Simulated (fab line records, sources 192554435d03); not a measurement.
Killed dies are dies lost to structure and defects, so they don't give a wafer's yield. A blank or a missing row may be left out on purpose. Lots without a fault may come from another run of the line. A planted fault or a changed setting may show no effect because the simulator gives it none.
Chamber matching | flow n5_finfet | N5_PMOS_HMC_CHANNEL_EPI_ETCH_32 on rie_diel-02: 4 sister chambers
The step etches BARC in N2/H2, stops on SiO2, target depth 85.8 nm, time 50.3 s. 18 wafers are shown with their chamber, then 9 later ones without.

WAFERS WITH THEIR CHAMBER
wafer  | chamber | showerhead_plenum_p_Torr (Torr) | throttle_valve_pct (%) | drypump_motor_current_A (A)
L074.2 | 3       | 2.53                            | 17.73                  | 5.9
L074.3 | 2       | 2.66                            | 17.92                  | 6.3
L074.5 | 1       | 2.48                            | 18.16                  | 6.1
L076.1 | 1       | 2.48                            | 18.15                  | 6.0
L076.4 | 3       | 2.53                            | 17.74                  | 5.9
L076.6 | 2       | 2.66                            | 17.92                  | 6.3
L077.2 | 1       | 2.47                            | 18.16                  | 6.0
L077.5 | 0       | 2.53                            | 17.99                  | 5.8
L077.6 | 1       | 2.47                            | 18.16                  | 6.1
L078.1 | 0       | 2.53                            | 17.99                  | 5.8
L078.2 | 1       | 2.47                            | 18.18                  | 6.0
L078.4 | 3       | 2.53                            | 17.73                  | 5.9
L082.1 | 1       | 2.47                            | 18.19                  | 6.0
L082.3 | 0       | 2.53                            | 18.01                  | 5.8
L082.6 | 0       | 2.53                            | 18.00                  | 5.8
L085.1 | 2       | 2.65                            | 17.95                  | 6.3
L085.4 | 3       | 2.52                            | 17.76                  | 5.8
L085.5 | 0       | 2.53                            | 18.01                  | 5.8

SIGNATURES (means of the wafers above)
reading                  | chamber 0 | chamber 1 | chamber 2 | chamber 3 | scatter within a chamber
showerhead_plenum_p_Torr | 2.5300    | 2.4733    | 2.6567    | 2.5275    | 0.00443
throttle_valve_pct       | 18.0000   | 18.1667   | 17.9300   | 17.7400   | 0.014
drypump_motor_current_A  | 5.800     | 6.033     | 6.300     | 5.875     | 0.0386
Rule: a wafer's distance from a chamber is the root of the sum, over the readings, of the square of ((its reading less the chamber's mean) divided by the reading's scatter). The wafer belongs to the nearest chamber; if the next one is less than 2 further off, it can't be placed. The scatter: the root of (the sum of the squares of (reading less its chamber's mean) over the shown wafers, divided by (wafers less chambers)).

WAFERS WITHOUT THEIR CHAMBER
wafer  | showerhead_plenum_p_Torr (Torr) | throttle_valve_pct (%) | drypump_motor_current_A (A)
L086.2 | 2.52                            | 17.77                  | 5.8
L086.4 | 2.53                            | 18.00                  | 5.8
L086.6 | 2.47                            | 18.20                  | 6.0
L093.4 | 2.52                            | 18.03                  | 5.8
L093.5 | 2.46                            | 18.21                  | 6.0
L093.6 | 2.52                            | 18.05                  | 5.8
L097.1 | 2.52                            | 18.06                  | 5.8
L097.3 | 2.64                            | 17.98                  | 6.3
L097.5 | 2.64                            | 17.97                  | 6.3

WHICH CHAMBER EACH WENT THROUGH
wafer  | from the rows above | in truth
L086.2 | 3                   | 3
L086.4 | 0                   | 0
L086.6 | 1                   | 1
L093.4 | 0                   | 0
L093.5 | 1                   | 1
L093.6 | 0                   | 0
L097.1 | 0                   | 0
L097.3 | 2                   | 2
L097.5 | 2                   | 2
Placed correctly: 9 of 9. Can't be placed from these rows: 0. Placed wrongly: 0.
